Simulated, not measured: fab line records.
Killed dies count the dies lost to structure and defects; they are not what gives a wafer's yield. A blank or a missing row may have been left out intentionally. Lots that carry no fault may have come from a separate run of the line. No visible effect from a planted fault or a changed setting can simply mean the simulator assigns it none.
What tool caused it? / flow n5Finfet / 24 lots with 72 wafers sampled at 5 steps, on a route of 1938 steps

WHAT THE GAUGES READ, wafer by wafer
N5_PMOS_HMC_CHANNEL_EPI_INSPECT_30: inspects for defects (darkfield).
lot=L074; measured=day 1 20:27; on=defectInspect-02; rawDefectCount=24 18 15
lot=L075; measured=day 2 02:34; on=defectInspect-01; rawDefectCount=13 27 26
lot=L076; measured=day 2 07:57; on=defectInspect-02; rawDefectCount=13 17 17
lot=L077; measured=day 2 16:31; on=defectInspect-02; rawDefectCount=15 13 12
lot=L078; measured=day 2 22:35; on=defectInspect-02; rawDefectCount=12 8 9
lot=L079; measured=day 3 02:38; on=defectInspect-02; rawDefectCount=6 13 9
lot=L080; measured=day 3 08:59; on=defectInspect-02; rawDefectCount=25 18 34
lot=L081; measured=day 3 14:00; on=defectInspect-02; rawDefectCount=18 18 11
lot=L082; measured=day 3 20:40; on=defectInspect-01; rawDefectCount=23 10 21
lot=L083; measured=day 4 02:14; on=defectInspect-02; rawDefectCount=20 12 13
lot=L084; measured=day 4 08:10; on=defectInspect-01; rawDefectCount=26 27 20
lot=L085; measured=day 4 14:28; on=defectInspect-02; rawDefectCount=14 18 20
lot=L086; measured=day 4 20:52; on=defectInspect-01; rawDefectCount=15 24 26
lot=L087; measured=day 5 02:05; on=defectInspect-01; rawDefectCount=17 11 11
lot=L088; measured=day 5 08:30; on=defectInspect-02; rawDefectCount=13 12 19
lot=L089; measured=day 5 14:44; on=defectInspect-02; rawDefectCount=12 16 8
lot=L090; measured=day 5 20:01; on=defectInspect-01; rawDefectCount=27 21 17
lot=L091; measured=day 6 02:04; on=defectInspect-01; rawDefectCount=19 12 9
lot=L092; measured=day 6 08:41; on=defectInspect-02; rawDefectCount=17 18 21
lot=L093; measured=day 6 14:35; on=defectInspect-01; rawDefectCount=18 15 14
lot=L094; measured=day 6 20:47; on=defectInspect-01; rawDefectCount=13 12 17
lot=L095; measured=day 7 02:53; on=defectInspect-01; rawDefectCount=14 24 26
lot=L096; measured=day 7 08:38; on=defectInspect-01; rawDefectCount=21 14 16
lot=L097; measured=day 7 13:50; on=defectInspect-02; rawDefectCount=27 36 20

N5_FIN_SAQP_OVL_MEAS_17.
lot=L074; measured=day 1 23:20; on=overlay-01; FIN_CORE_OVL (nm)=0.5 -0.3 0.0
lot=L075; measured=day 2 03:56; on=overlay-02; FIN_CORE_OVL (nm)=-0.2 0.4 -0.3
lot=L076; measured=day 2 09:19; on=overlay-01; FIN_CORE_OVL (nm)=-0.6 0.0 -0.5
lot=L077; measured=day 2 18:05; on=overlay-01; FIN_CORE_OVL (nm)=0.6 -0.7 -0.4
lot=L078; measured=day 3 00:04; on=overlay-02; FIN_CORE_OVL (nm)=-2.1 -1.3 -1.6
lot=L079; measured=day 3 05:06; on=overlay-02; FIN_CORE_OVL (nm)=0.1 -0.4 -0.9
lot=L080; measured=day 3 10:34; on=overlay-02; FIN_CORE_OVL (nm)=-0.9 0.8 0.2
lot=L081; measured=day 3 15:28; on=overlay-02; FIN_CORE_OVL (nm)=-0.1 0.4 1.2
lot=L082; measured=day 3 22:01; on=overlay-02; FIN_CORE_OVL (nm)=0.9 -0.5 -0.8
lot=L083; measured=day 4 03:41; on=overlay-02; FIN_CORE_OVL (nm)=0.1 -0.4 -0.5
lot=L084; measured=day 4 09:52; on=overlay-02; FIN_CORE_OVL (nm)=-1.4 -0.4 -0.2
lot=L085; measured=day 4 15:58; on=overlay-01; FIN_CORE_OVL (nm)=1.4 1.0 1.4
lot=L086; measured=day 4 22:47; on=overlay-01; FIN_CORE_OVL (nm)=0.6 1.0 0.7
lot=L087; measured=day 5 03:29; on=overlay-02; FIN_CORE_OVL (nm)=-0.1 -1.1 -0.7
lot=L088; measured=day 5 09:45; on=overlay-02; FIN_CORE_OVL (nm)=-1.7 -1.3 -0.3
lot=L089; measured=day 5 16:00; on=overlay-01; FIN_CORE_OVL (nm)=-1.9 -0.9 -1.4
lot=L090; measured=day 5 21:49; on=overlay-02; FIN_CORE_OVL (nm)=-1.0 1.2 0.6
lot=L091; measured=day 6 03:18; on=overlay-01; FIN_CORE_OVL (nm)=-0.4 0.0 1.2
lot=L092; measured=day 6 10:22; on=overlay-01; FIN_CORE_OVL (nm)=-0.2 0.0 -1.4
lot=L093; measured=day 6 15:56; on=overlay-01; FIN_CORE_OVL (nm)=0.2 0.7 0.1
lot=L094; measured=day 6 22:02; on=overlay-02; FIN_CORE_OVL (nm)=0.1 -0.1 -0.7
lot=L095; measured=day 7 04:16; on=overlay-01; FIN_CORE_OVL (nm)=-0.3 -0.9 -1.0
lot=L096; measured=day 7 10:07; on=overlay-02; FIN_CORE_OVL (nm)=-0.9 -1.4 -0.6
lot=L097; measured=day 7 15:05; on=overlay-02; FIN_CORE_OVL (nm)=-2.0 -1.7 -2.6

WHICH TOOL RAN EACH LOT (tool, then ch and the chambers of the sampled wafers, then the start)
lot=L074; N5_ZERO_LAYER_PECVD_02=pecvd-04 ch 1,2, day 1 12:17; N5_PMOS_HMC_CHANNEL_EPI_HM_OPEN_15=rieDiel-03 ch 0,2, day 1 17:17; N5_PMOS_HMC_CHANNEL_EPI_STRIP_33=rieDiel-03 ch 0,2, day 1 17:20
lot=L075; N5_ZERO_LAYER_PECVD_02=pecvd-02 ch 0,1,2, day 1 18:19; N5_PMOS_HMC_CHANNEL_EPI_HM_OPEN_15=rieDiel-04 ch 1,2, day 1 23:30; N5_PMOS_HMC_CHANNEL_EPI_STRIP_33=rieDiel-04 ch 1,2, day 1 23:33
lot=L076; N5_ZERO_LAYER_PECVD_02=pecvd-03 ch 0,1, day 2 00:17; N5_PMOS_HMC_CHANNEL_EPI_HM_OPEN_15=rieDiel-01 ch 2,3, day 2 05:17; N5_PMOS_HMC_CHANNEL_EPI_STRIP_33=rieDiel-01 ch 2,3, day 2 05:20
lot=L077; N5_ZERO_LAYER_PECVD_02=pecvd-03 ch 0,1, day 2 06:17; N5_PMOS_HMC_CHANNEL_EPI_HM_OPEN_15=rieDiel-03 ch 0,1,3, day 2 13:20; N5_PMOS_HMC_CHANNEL_EPI_STRIP_33=rieDiel-03 ch 0,1,3, day 2 13:23
lot=L078; N5_ZERO_LAYER_PECVD_02=pecvd-03 ch 0, day 2 12:17; N5_PMOS_HMC_CHANNEL_EPI_HM_OPEN_15=rieDiel-01 ch 0,1,3, day 2 19:28; N5_PMOS_HMC_CHANNEL_EPI_STRIP_33=rieDiel-01 ch 0,1,3, day 2 19:31
lot=L079; N5_ZERO_LAYER_PECVD_02=pecvd-03 ch 0,1, day 2 18:17; N5_PMOS_HMC_CHANNEL_EPI_HM_OPEN_15=rieDiel-03 ch 1,2,3, day 2 23:59; N5_PMOS_HMC_CHANNEL_EPI_STRIP_33=rieDiel-03 ch 1,2,3, day 3 00:02
lot=L080; N5_ZERO_LAYER_PECVD_02=pecvd-03 ch 0,1, day 3 00:19; N5_PMOS_HMC_CHANNEL_EPI_HM_OPEN_15=rieDiel-04 ch 0,1,2, day 3 05:55; N5_PMOS_HMC_CHANNEL_EPI_STRIP_33=rieDiel-04 ch 0,1,2, day 3 05:59
lot=L081; N5_ZERO_LAYER_PECVD_02=pecvd-04 ch 0,2, day 3 06:17; N5_PMOS_HMC_CHANNEL_EPI_HM_OPEN_15=rieDiel-03 ch 0,3, day 3 11:20; N5_PMOS_HMC_CHANNEL_EPI_STRIP_33=rieDiel-03 ch 0,3, day 3 11:23
lot=L082; N5_ZERO_LAYER_PECVD_02=pecvd-04 ch 1,2, day 3 12:17; N5_PMOS_HMC_CHANNEL_EPI_HM_OPEN_15=rieDiel-03 ch 0,2, day 3 17:54; N5_PMOS_HMC_CHANNEL_EPI_STRIP_33=rieDiel-03 ch 0,2, day 3 17:58
lot=L083; N5_ZERO_LAYER_PECVD_02=pecvd-02 ch 0,1, day 3 18:17; N5_PMOS_HMC_CHANNEL_EPI_HM_OPEN_15=rieDiel-01 ch 1,2, day 3 23:33; N5_PMOS_HMC_CHANNEL_EPI_STRIP_33=rieDiel-01 ch 1,2, day 3 23:36
lot=L084; N5_ZERO_LAYER_PECVD_02=pecvd-03 ch 0,2, day 4 00:17; N5_PMOS_HMC_CHANNEL_EPI_HM_OPEN_15=rieDiel-03 ch 0,1,3, day 4 05:29; N5_PMOS_HMC_CHANNEL_EPI_STRIP_33=rieDiel-03 ch 0,1,3, day 4 05:32
lot=L085; N5_ZERO_LAYER_PECVD_02=pecvd-03 ch 0,1, day 4 06:17; N5_PMOS_HMC_CHANNEL_EPI_HM_OPEN_15=rieDiel-04 ch 2,3, day 4 11:23; N5_PMOS_HMC_CHANNEL_EPI_STRIP_33=rieDiel-04 ch 2,3, day 4 11:27
lot=L086; N5_ZERO_LAYER_PECVD_02=pecvd-02 ch 0,1,2, day 4 12:17; N5_PMOS_HMC_CHANNEL_EPI_HM_OPEN_15=rieDiel-01 ch 0,1,3, day 4 18:11; N5_PMOS_HMC_CHANNEL_EPI_STRIP_33=rieDiel-01 ch 0,1,3, day 4 18:14
lot=L087; N5_ZERO_LAYER_PECVD_02=pecvd-03 ch 1,2, day 4 18:17; N5_PMOS_HMC_CHANNEL_EPI_HM_OPEN_15=rieDiel-03 ch 1,3, day 4 23:26; N5_PMOS_HMC_CHANNEL_EPI_STRIP_33=rieDiel-03 ch 1,3, day 4 23:29
lot=L088; N5_ZERO_LAYER_PECVD_02=pecvd-04 ch 1,2, day 5 00:17; N5_PMOS_HMC_CHANNEL_EPI_HM_OPEN_15=rieDiel-04 ch 1,3, day 5 05:50; N5_PMOS_HMC_CHANNEL_EPI_STRIP_33=rieDiel-04 ch 1,3, day 5 05:54
lot=L089; N5_ZERO_LAYER_PECVD_02=pecvd-02 ch 0,1,2, day 5 06:17; N5_PMOS_HMC_CHANNEL_EPI_HM_OPEN_15=rieDiel-03 ch 0,2, day 5 11:59; N5_PMOS_HMC_CHANNEL_EPI_STRIP_33=rieDiel-03 ch 0,2, day 5 12:02
lot=L090; N5_ZERO_LAYER_PECVD_02=pecvd-03 ch 0,2, day 5 12:18; N5_PMOS_HMC_CHANNEL_EPI_HM_OPEN_15=rieDiel-03 ch 0,1, day 5 17:20; N5_PMOS_HMC_CHANNEL_EPI_STRIP_33=rieDiel-03 ch 0,1, day 5 17:23
lot=L091; N5_ZERO_LAYER_PECVD_02=pecvd-02 ch 0,1, day 5 18:18; N5_PMOS_HMC_CHANNEL_EPI_HM_OPEN_15=rieDiel-03 ch 0,2,3, day 5 23:25; N5_PMOS_HMC_CHANNEL_EPI_STRIP_33=rieDiel-03 ch 0,2,3, day 5 23:28
lot=L092; N5_ZERO_LAYER_PECVD_02=pecvd-03 ch 0,1,2, day 6 00:17; N5_PMOS_HMC_CHANNEL_EPI_HM_OPEN_15=rieDiel-01 ch 0,1,3, day 6 05:59; N5_PMOS_HMC_CHANNEL_EPI_STRIP_33=rieDiel-01 ch 0,1,3, day 6 06:02
lot=L093; N5_ZERO_LAYER_PECVD_02=pecvd-04 ch 1,2, day 6 06:17; N5_PMOS_HMC_CHANNEL_EPI_HM_OPEN_15=rieDiel-03 ch 0,2, day 6 11:49; N5_PMOS_HMC_CHANNEL_EPI_STRIP_33=rieDiel-03 ch 1,2,3, day 6 11:52
lot=L094; N5_ZERO_LAYER_PECVD_02=pecvd-02 ch 0,1, day 6 12:17; N5_PMOS_HMC_CHANNEL_EPI_HM_OPEN_15=rieDiel-04 ch 2,3, day 6 17:40; N5_PMOS_HMC_CHANNEL_EPI_STRIP_33=rieDiel-04 ch 2,3, day 6 17:45
lot=L095; N5_ZERO_LAYER_PECVD_02=pecvd-02 ch 1,2, day 6 18:17; N5_PMOS_HMC_CHANNEL_EPI_HM_OPEN_15=rieDiel-01 ch 0,2,3, day 7 00:08; N5_PMOS_HMC_CHANNEL_EPI_STRIP_33=rieDiel-01 ch 0,2,3, day 7 00:11
lot=L096; N5_ZERO_LAYER_PECVD_02=pecvd-03 ch 0,2, day 7 00:17; N5_PMOS_HMC_CHANNEL_EPI_HM_OPEN_15=rieDiel-01 ch 1,3, day 7 05:34; N5_PMOS_HMC_CHANNEL_EPI_STRIP_33=rieDiel-01 ch 1,3, day 7 05:37
lot=L097; N5_ZERO_LAYER_PECVD_02=pecvd-04 ch 1,2, day 7 06:17; N5_PMOS_HMC_CHANNEL_EPI_HM_OPEN_15=rieDiel-04 ch 1,2, day 7 11:10; N5_PMOS_HMC_CHANNEL_EPI_STRIP_33=rieDiel-04 ch 1,2, day 7 11:14
- N5_ZERO_LAYER_PECVD_02: deposits SiO2 from SiH4/N2O, target thk 10 nm, time 6 s.
- N5_PMOS_HMC_CHANNEL_EPI_HM_OPEN_15: chemistry CHF3/O2, target SiO2, target depth 40.6 nm, time 20.3 s.
- N5_PMOS_HMC_CHANNEL_EPI_STRIP_33: strips in N2/H2.

WHAT THE TOOLS THEMSELVES READ (means of the sampled wafers that have a number; where no wafer has one, the mark that the record gives instead)
N5_ZERO_LAYER_PECVD_02.
lot=L074; tool=pecvd-04; heaterPowerW (W)=931; showerheadPlenumPTorr (Torr)=8.34
lot=L075; tool=pecvd-02; heaterPowerW (W)=721; showerheadPlenumPTorr (Torr)=8.01
lot=L076; tool=pecvd-03; heaterPowerW (W)=818; showerheadPlenumPTorr (Torr)=8.34
lot=L077; tool=pecvd-03; heaterPowerW (W)=917; showerheadPlenumPTorr (Torr)=8.34
lot=L078; tool=pecvd-03; heaterPowerW (W)=824; showerheadPlenumPTorr (Torr)=8.39
lot=L079; tool=pecvd-03; heaterPowerW (W)=879; showerheadPlenumPTorr (Torr)=8.34
lot=L080; tool=pecvd-03; heaterPowerW (W)=811; showerheadPlenumPTorr (Torr)=8.35
lot=L081; tool=pecvd-04; heaterPowerW (W)=773; showerheadPlenumPTorr (Torr)=8.16
lot=L082; tool=pecvd-04; heaterPowerW (W)=842; showerheadPlenumPTorr (Torr)=8.25
lot=L083; tool=pecvd-02; heaterPowerW (W)=730; showerheadPlenumPTorr (Torr)=7.96
lot=L084; tool=pecvd-03; heaterPowerW (W)=852; showerheadPlenumPTorr (Torr)=8.42
lot=L085; tool=pecvd-03; heaterPowerW (W)=804; showerheadPlenumPTorr (Torr)=8.29
lot=L086; tool=pecvd-02; heaterPowerW (W)=719; showerheadPlenumPTorr (Torr)=8.00
lot=L087; tool=pecvd-03; heaterPowerW (W)=779; showerheadPlenumPTorr (Torr)=8.36
lot=L088; tool=pecvd-04; heaterPowerW (W)=889; showerheadPlenumPTorr (Torr)=8.25
lot=L089; tool=pecvd-02; heaterPowerW (W)=715; showerheadPlenumPTorr (Torr)=8.00
lot=L090; tool=pecvd-03; heaterPowerW (W)=827; showerheadPlenumPTorr (Torr)=8.40
lot=L091; tool=pecvd-02; heaterPowerW (W)=675; showerheadPlenumPTorr (Torr)=7.99
lot=L092; tool=pecvd-03; heaterPowerW (W)=790; showerheadPlenumPTorr (Torr)=8.36
lot=L093; tool=pecvd-04; heaterPowerW (W)=906; showerheadPlenumPTorr (Torr)=8.33
lot=L094; tool=pecvd-02; heaterPowerW (W)=749; showerheadPlenumPTorr (Torr)=7.96
lot=L095; tool=pecvd-02; heaterPowerW (W)=751; showerheadPlenumPTorr (Torr)=8.02
lot=L096; tool=pecvd-03; heaterPowerW (W)=866; showerheadPlenumPTorr (Torr)=8.43
lot=L097; tool=pecvd-04; heaterPowerW (W)=911; showerheadPlenumPTorr (Torr)=8.24

N5_PMOS_HMC_CHANNEL_EPI_HM_OPEN_15.
lot=L074; tool=rieDiel-03; O2_flow_sccm (sccm)=5.007; drypumpMotorCurrentA (A)=5.2; oesProductAu (a.u.)=0.88; rfVppV (V)=532; showerheadPlenumPTorr (Torr)=2.40; throttleValvePct (%)=18.56
lot=L075; tool=rieDiel-04; O2_flow_sccm (sccm)=5.008; drypumpMotorCurrentA (A)=6.3; oesProductAu (a.u.)=0.78; rfVppV (V)=541; showerheadPlenumPTorr (Torr)=2.47; throttleValvePct (%)=19.06
lot=L076; tool=rieDiel-01; O2_flow_sccm (sccm)=5.010; drypumpMotorCurrentA (A)=6.3; oesProductAu (a.u.)=0.89; rfVppV (V)=527; showerheadPlenumPTorr (Torr)=2.38; throttleValvePct (%)=18.72
lot=L077; tool=rieDiel-03; O2_flow_sccm (sccm)=4.990; drypumpMotorCurrentA (A)=5.5; oesProductAu (a.u.)=0.82; rfVppV (V)=534; showerheadPlenumPTorr (Torr)=2.47; throttleValvePct (%)=18.66
lot=L078; tool=rieDiel-01; O2_flow_sccm (sccm)=5.007; drypumpMotorCurrentA (A)=5.4; oesProductAu (a.u.)=0.91; rfVppV (V)=519; showerheadPlenumPTorr (Torr)=2.41; throttleValvePct (%)=18.81
lot=L079; tool=rieDiel-03; O2_flow_sccm (sccm)=4.975; drypumpMotorCurrentA (A)=5.7; oesProductAu (a.u.)=0.76; rfVppV (V)=536; showerheadPlenumPTorr (Torr)=2.42; throttleValvePct (%)=18.91
lot=L080; tool=rieDiel-04; O2_flow_sccm (sccm)=4.987; drypumpMotorCurrentA (A)=6.0; oesProductAu (a.u.)=0.73; rfVppV (V)=537; showerheadPlenumPTorr (Torr)=2.48; throttleValvePct (%)=19.24
lot=L081; tool=rieDiel-03; O2_flow_sccm (sccm)=5.013; drypumpMotorCurrentA (A)=5.8; oesProductAu (a.u.)=0.80; rfVppV (V)=537; showerheadPlenumPTorr (Torr)=2.49; throttleValvePct (%)=18.71
lot=L082; tool=rieDiel-03; O2_flow_sccm (sccm)=5.009; drypumpMotorCurrentA (A)=5.2; oesProductAu (a.u.)=0.85; rfVppV (V)=531; showerheadPlenumPTorr (Torr)=2.40; throttleValvePct (%)=18.60
lot=L083; tool=rieDiel-01; O2_flow_sccm (sccm)=4.987; drypumpMotorCurrentA (A)=5.8; oesProductAu (a.u.)=0.70; rfVppV (V)=518; showerheadPlenumPTorr (Torr)=2.37; throttleValvePct (%)=18.90
lot=L084; tool=rieDiel-03; O2_flow_sccm (sccm)=5.006; drypumpMotorCurrentA (A)=5.5; oesProductAu (a.u.)=0.81; rfVppV (V)=534; showerheadPlenumPTorr (Torr)=2.46; throttleValvePct (%)=18.69
lot=L085; tool=rieDiel-04; O2_flow_sccm (sccm)=5.005; drypumpMotorCurrentA (A)=6.3; oesProductAu (a.u.)=0.73; rfVppV (V)=540; showerheadPlenumPTorr (Torr)=2.37; throttleValvePct (%)=19.22
lot=L086; tool=rieDiel-01; O2_flow_sccm (sccm)=5.003; drypumpMotorCurrentA (A)=5.4; oesProductAu (a.u.)=0.87; rfVppV (V)=518; showerheadPlenumPTorr (Torr)=2.41; throttleValvePct (%)=18.85
lot=L087; tool=rieDiel-03; O2_flow_sccm (sccm)=4.995; drypumpMotorCurrentA (A)=5.9; oesProductAu (a.u.)=0.75; rfVppV (V)=537; showerheadPlenumPTorr (Torr)=2.48; throttleValvePct (%)=18.88
lot=L088; tool=rieDiel-04; O2_flow_sccm (sccm)=5.002; drypumpMotorCurrentA (A)=6.6; oesProductAu (a.u.)=0.79; rfVppV (V)=536; showerheadPlenumPTorr (Torr)=2.40; throttleValvePct (%)=19.00
lot=L089; tool=rieDiel-03; O2_flow_sccm (sccm)=5.003; drypumpMotorCurrentA (A)=5.2; oesProductAu (a.u.)=0.83; rfVppV (V)=531; showerheadPlenumPTorr (Torr)=2.39; throttleValvePct (%)=18.62
lot=L090; tool=rieDiel-03; O2_flow_sccm (sccm)=4.982; drypumpMotorCurrentA (A)=5.2; oesProductAu (a.u.)=0.81; rfVppV (V)=533; showerheadPlenumPTorr (Torr)=2.43; throttleValvePct (%)=18.67
lot=L091; tool=rieDiel-03; O2_flow_sccm (sccm)=4.995; drypumpMotorCurrentA (A)=5.6; oesProductAu (a.u.)=0.77; rfVppV (V)=535; showerheadPlenumPTorr (Torr)=2.42; throttleValvePct (%)=18.79
lot=L092; tool=rieDiel-01; O2_flow_sccm (sccm)=5.001; drypumpMotorCurrentA (A)=5.4; oesProductAu (a.u.)=0.85; rfVppV (V)=519; showerheadPlenumPTorr (Torr)=2.40; throttleValvePct (%)=18.86
lot=L093; tool=rieDiel-03; O2_flow_sccm (sccm)=4.993; drypumpMotorCurrentA (A)=5.2; oesProductAu (a.u.)=0.82; rfVppV (V)=531; showerheadPlenumPTorr (Torr)=2.39; throttleValvePct (%)=18.63
lot=L094; tool=rieDiel-04; O2_flow_sccm (sccm)=5.006; drypumpMotorCurrentA (A)=6.3; oesProductAu (a.u.)=0.80; rfVppV (V)=539; showerheadPlenumPTorr (Torr)=2.36; throttleValvePct (%)=19.10
lot=L095; tool=rieDiel-01; O2_flow_sccm (sccm)=4.993; drypumpMotorCurrentA (A)=5.8; oesProductAu (a.u.)=0.93; rfVppV (V)=523; showerheadPlenumPTorr (Torr)=2.39; throttleValvePct (%)=18.62
lot=L096; tool=rieDiel-01; O2_flow_sccm (sccm)=5.013; drypumpMotorCurrentA (A)=6.0; oesProductAu (a.u.)=0.84; rfVppV (V)=523; showerheadPlenumPTorr (Torr)=2.37; throttleValvePct (%)=18.91
lot=L097; tool=rieDiel-04; O2_flow_sccm (sccm)=5.000; drypumpMotorCurrentA (A)=6.0; oesProductAu (a.u.)=0.87; rfVppV (V)=546; showerheadPlenumPTorr (Torr)=2.47; throttleValvePct (%)=19.00

N5_PMOS_HMC_CHANNEL_EPI_STRIP_33.
lot=L074; tool=rieDiel-03; drypumpMotorCurrentA (A)=5.2; oesProductAu (a.u.)=0.89; rfVppV (V)=54.1; showerheadPlenumPTorr (Torr)=3.35; throttleValvePct (%)=18.5
lot=L075; tool=rieDiel-04; drypumpMotorCurrentA (A)=6.2; oesProductAu (a.u.)=0.80; rfVppV (V)=54.3; showerheadPlenumPTorr (Torr)=3.42; throttleValvePct (%)=19.2
lot=L076; tool=rieDiel-01; drypumpMotorCurrentA (A)=6.3; oesProductAu (a.u.)=0.88; rfVppV (V)=52.7; showerheadPlenumPTorr (Torr)=3.32; throttleValvePct (%)=18.8
lot=L077; tool=rieDiel-03; drypumpMotorCurrentA (A)=5.5; oesProductAu (a.u.)=0.82; rfVppV (V)=54.1; showerheadPlenumPTorr (Torr)=3.43; throttleValvePct (%)=18.5
lot=L078; tool=rieDiel-01; drypumpMotorCurrentA (A)=5.4; oesProductAu (a.u.)=0.90; rfVppV (V)=54.1; showerheadPlenumPTorr (Torr)=3.36; throttleValvePct (%)=18.8
lot=L079; tool=rieDiel-03; drypumpMotorCurrentA (A)=5.7; oesProductAu (a.u.)=0.75; rfVppV (V)=55.3; showerheadPlenumPTorr (Torr)=3.35; throttleValvePct (%)=18.7
lot=L080; tool=rieDiel-04; drypumpMotorCurrentA (A)=6.0; oesProductAu (a.u.)=0.74; rfVppV (V)=54.0; showerheadPlenumPTorr (Torr)=3.45; throttleValvePct (%)=19.4
lot=L081; tool=rieDiel-03; drypumpMotorCurrentA (A)=5.8; oesProductAu (a.u.)=0.80; rfVppV (V)=55.8; showerheadPlenumPTorr (Torr)=3.46; throttleValvePct (%)=18.5
lot=L082; tool=rieDiel-03; drypumpMotorCurrentA (A)=5.2; oesProductAu (a.u.)=0.85; rfVppV (V)=54.4; showerheadPlenumPTorr (Torr)=3.35; throttleValvePct (%)=18.6
lot=L083; tool=rieDiel-01; drypumpMotorCurrentA (A)=5.8; oesProductAu (a.u.)=0.70; rfVppV (V)=55.4; showerheadPlenumPTorr (Torr)=3.33; throttleValvePct (%)=19.0
lot=L084; tool=rieDiel-03; drypumpMotorCurrentA (A)=5.5; oesProductAu (a.u.)=0.80; rfVppV (V)=53.6; showerheadPlenumPTorr (Torr)=3.42; throttleValvePct (%)=18.6
lot=L085; tool=rieDiel-04; drypumpMotorCurrentA (A)=6.3; oesProductAu (a.u.)=0.72; rfVppV (V)=54.2; showerheadPlenumPTorr (Torr)=3.31; throttleValvePct (%)=19.3
lot=L086; tool=rieDiel-01; drypumpMotorCurrentA (A)=5.5; oesProductAu (a.u.)=0.88; rfVppV (V)=54.5; showerheadPlenumPTorr (Torr)=3.35; throttleValvePct (%)=18.8
lot=L087; tool=rieDiel-03; drypumpMotorCurrentA (A)=5.9; oesProductAu (a.u.)=0.75; rfVppV (V)=53.9; showerheadPlenumPTorr (Torr)=3.43; throttleValvePct (%)=18.6
lot=L088; tool=rieDiel-04; drypumpMotorCurrentA (A)=6.5; oesProductAu (a.u.)=0.79; rfVppV (V)=54.8; showerheadPlenumPTorr (Torr)=3.33; throttleValvePct (%)=19.0
lot=L089; tool=rieDiel-03; drypumpMotorCurrentA (A)=5.2; oesProductAu (a.u.)=0.84; rfVppV (V)=54.0; showerheadPlenumPTorr (Torr)=3.34; throttleValvePct (%)=18.6
lot=L090; tool=rieDiel-03; drypumpMotorCurrentA (A)=5.2; oesProductAu (a.u.)=0.80; rfVppV (V)=54.3; showerheadPlenumPTorr (Torr)=3.38; throttleValvePct (%)=18.6
lot=L091; tool=rieDiel-03; drypumpMotorCurrentA (A)=5.6; oesProductAu (a.u.)=0.78; rfVppV (V)=54.1; showerheadPlenumPTorr (Torr)=3.36; throttleValvePct (%)=18.6
lot=L092; tool=rieDiel-01; drypumpMotorCurrentA (A)=5.4; oesProductAu (a.u.)=0.85; rfVppV (V)=56.6; showerheadPlenumPTorr (Torr)=3.34; throttleValvePct (%)=18.8
lot=L093; tool=rieDiel-03; drypumpMotorCurrentA (A)=5.7; oesProductAu (a.u.)=0.73; rfVppV (V)=54.0; showerheadPlenumPTorr (Torr)=3.34; throttleValvePct (%)=18.7
lot=L094; tool=rieDiel-04; drypumpMotorCurrentA (A)=6.3; oesProductAu (a.u.)=0.80; rfVppV (V)=53.4; showerheadPlenumPTorr (Torr)=3.30; throttleValvePct (%)=19.2
lot=L095; tool=rieDiel-01; drypumpMotorCurrentA (A)=5.7; oesProductAu (a.u.)=0.93; rfVppV (V)=53.1; showerheadPlenumPTorr (Torr)=3.34; throttleValvePct (%)=18.6
lot=L096; tool=rieDiel-01; drypumpMotorCurrentA (A)=6.0; oesProductAu (a.u.)=0.83; rfVppV (V)=54.0; showerheadPlenumPTorr (Torr)=3.30; throttleValvePct (%)=18.9
lot=L097; tool=rieDiel-04; drypumpMotorCurrentA (A)=6.0; oesProductAu (a.u.)=0.88; rfVppV (V)=55.4; showerheadPlenumPTorr (Torr)=3.42; throttleValvePct (%)=19.3

THE ANSWER, worked out from the rows above alone
Rule: the lots themselves supply what counts as usual. Put in order of their means at a reading, lots are off if they are a third of the lots or fewer, leave a main group of 4 or more, and stand apart from it by a gap of 3 or more times the standard deviation of the main group's means; of several such gaps the widest counts. A main group whose means are all the same, to the digits that the tables above print for the reading, isn't used. A lot without any number at a reading at which 4 lots or more have one is off too. All remaining lots with rows at the step are treated as sound. Order of review: gauges by route order, followed by the tools' own readings, for which a lot's mean as printed above is used. At the first step where some lot is off, the reading lying furthest off is the one used; lots without a number count as furthest.
No lot is off on any of the readings shown, so nothing can be concluded from this.

WHAT THE SIMULATOR HAD INSERTED
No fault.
